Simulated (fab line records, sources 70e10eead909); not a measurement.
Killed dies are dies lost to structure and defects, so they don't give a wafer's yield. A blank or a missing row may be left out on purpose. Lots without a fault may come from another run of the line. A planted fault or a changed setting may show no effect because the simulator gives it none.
Chamber matching | flow nand_harc | NHARC_A_M0_PRE_CLEAN_31 on pecvd-03: 3 sister chambers
The step time 12 s. 3 wafers are shown with their chamber, then 7 later ones without.

WAFERS WITH THEIR CHAMBER
wafer  | chamber | heater_power_w (W)
L086.2 | 1       | 669
L088.2 | 2       | 698
L088.4 | 0       | 848

WAFERS WITHOUT THEIR CHAMBER
wafer  | heater_power_w (W)
L088.5 | 663
L090.1 | 740
L090.2 | 795
L090.3 | 622
L095.1 | 664
L095.2 | 833
L095.4 | 637

WHICH CHAMBER EACH WENT THROUGH
wafer  | from the rows above          | in truth
L088.5 | can't be placed: 1 or 2      | 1
L090.1 | can't be placed: 2 or 1 or 0 | 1
L090.2 | can't be placed: 0 or 2      | 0
L090.3 | can't be placed: 1 or 2      | 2
L095.1 | can't be placed: 1 or 2      | 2
L095.2 | 0                            | 0
L095.4 | can't be placed: 1 or 2      | 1
Placed correctly: 1 of 7. Can't be placed from these rows: 6 (the true chamber is among the candidates in 6). Placed wrongly: 0.
How it was worked out, from the rows above alone: a wafer's distance from a chamber is the root of the sum, over the readings, of the square of ((its reading less the chamber's mean) divided by the reading's scatter). The wafer belongs to the nearest chamber; if the next one is less than 2 further off, it can't be placed. A chamber's mean is the mean of its shown wafers. The scatter: with one shown wafer a chamber, the root of the mean of the squares of how far each hidden wafer lies from its nearest shown one.
